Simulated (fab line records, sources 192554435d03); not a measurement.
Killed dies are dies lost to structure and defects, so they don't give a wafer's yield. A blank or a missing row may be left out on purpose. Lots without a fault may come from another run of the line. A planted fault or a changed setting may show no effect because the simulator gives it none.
Split-lot experiment | flow n5_finfet | 7 lots, 21 wafers read, on a route of 1938 steps

THE SPLIT
At N5_BEOL_M6_COAT_05 (resist thk 90 nm), the setting spin_rpm was moved away from the recipe's 1500 rpm on 8 of the 21 wafers read, by -10.5% to +9.9%. The other wafers ran this setting at the recipe's value.

FROM THE SPLIT TO THE READING: what the file shows between them, 2 steps
- N5_BEOL_M6_EBR_07
- N5_BEOL_M6_SOFTBAKE_06: time 60 s

THE READING
CAR-ArF_of_BEOL_M6_COAT_05.thk_nm (the simulator's own value, which no gauge read), in nm, at N5_BEOL_M6_DESCUM_16 (chemistry O2, time 7.9 s). The file gives no usual value for it. The 13 wafers here that ran the recipe average 83.3 nm, standard deviation 0.31 nm.

wafer  | tool, chamber at the split | spin_rpm as run, rpm | against the recipe | CAR-ArF_of_BEOL_M6_COAT_05.thk_nm, nm | against lot-mates on the recipe
L079.1 | litho_track-05, 0          | 1358                 | -9.5%              | 87.6                                  | +4.4
L079.4 | litho_track-05, 0          | 1358                 | -9.5%              | 87.6                                  | +4.4
L079.5 | litho_track-05, 0          | 1500                 | recipe             | 83.2                                  | -
L081.2 | litho_track-02, 0          | 1500                 | recipe             | 83.4                                  | -
L081.6 | litho_track-02, 0          | 1500                 | recipe             | 83.4                                  | -
L081.3 | litho_track-02, 0          | 1632                 | +8.8%              | 79.8                                  | -3.6
L083.1 | litho_track-05, 0          | 1634                 | +8.9%              | 80                                    | -3.8
L083.3 | litho_track-05, 0          | 1634                 | +8.9%              | 80.2                                  | -3.6
L083.5 | litho_track-05, 0          | 1500                 | recipe             | 83.8                                  | -
L090.1 | litho_track-03, 0          | 1500                 | recipe             | 83.6                                  | -
L090.5 | litho_track-03, 0          | 1500                 | recipe             | 83.4                                  | -
L090.6 | litho_track-03, 0          | 1500                 | recipe             | 83.4                                  | -
L091.1 | litho_track-05, 0          | 1342                 | -10.5%             | 88.2                                  | +4.8
L091.2 | litho_track-05, 0          | 1500                 | recipe             | 83.4                                  | -
L091.5 | litho_track-05, 0          | 1342                 | -10.5%             | 88.4                                  | +5.0
L086.3 | litho_track-05, 0          | 1500                 | recipe             | 83.6                                  | -
L086.5 | litho_track-05, 0          | 1649                 | +9.9%              | 79.4                                  | -4.1
L086.6 | litho_track-05, 0          | 1500                 | recipe             | 83.4                                  | -
L092.4 | litho_track-02, 0          | 1500                 | recipe             | 82.6                                  | -
L092.5 | litho_track-02, 0          | 1500                 | recipe             | 82.8                                  | -
L092.6 | litho_track-02, 0          | 1500                 | recipe             | 83.2                                  | -

THE FIT
A straight line over all 21 wafers: CAR-ArF_of_BEOL_M6_COAT_05.thk_nm changes by -0.425 nm for each +1% of spin_rpm; r = -0.99; the points scatter about the line by 0.34 nm.
The same after taking each lot's own level away (the mean of its wafers on the recipe; 21 wafers): -0.441 nm for each +1%; r = -1.00; scatter 0.18 nm.
On that fit, the largest move of spin_rpm shifts the reading by 4.6 nm.
The lots' own levels span 82.87 to 83.80 nm, that is 3.0 times the standard deviation above.
So the lot-to-lot level changes the slope little: the two slopes agree.
Check: with one of the wafers moved furthest among these (-10.5%) left out of the fit, the line predicts +4.72 nm for it against its lot-mates. It came out at +4.8 nm against them.

OTHER SPLITS ON THESE WAFERS
These wafers also went through other splits before the reading. Each is held against what the fit with the lots' levels taken away leaves over:
other split on the same wafers | wafers away from the commonest value | r with CAR-ArF_of_BEOL_M6_COAT_05.thk_nm (lot level and that fit taken away)
N5_BEOL_M3_ETCH_64 time_s      | 6                                    | -0.11
N5_BEOL_M3_COAT_22 spin_rpm    | 9                                    | +0.21
N5_BEOL_M4_COAT_05 spin_rpm    | 6                                    | +0.05
N5_BEOL_M4_ETCH_64 time_s      | 7                                    | +0.01
N5_BEOL_M6_COAT_59 spin_rpm    | 8                                    | +0.20

THE WHOLE CHAIN: every reading that the file lists as answering this split, in the file's order
step                 | what it does             | reading                                                                            | change (the file's fit)               | r (the file's)
N5_BEOL_M6_COAT_05   | resist thk 90 nm         | CAR-ArF_of_BEOL_M6_COAT_05.thk_nm (the simulator's own value, which no gauge read) | -0.437 nm for each +1% of the setting | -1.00
N5_BEOL_M6_DESCUM_16 | chemistry O2, time 7.9 s | CAR-ArF_of_BEOL_M6_COAT_05.thk_nm (the simulator's own value, which no gauge read) | -0.435 nm for each +1% of the setting | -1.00

THE FILE'S OWN FIT
CAR-ArF_of_BEOL_M6_COAT_05.thk_nm changes by -0.435 nm for each +1% of spin_rpm, r = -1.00.
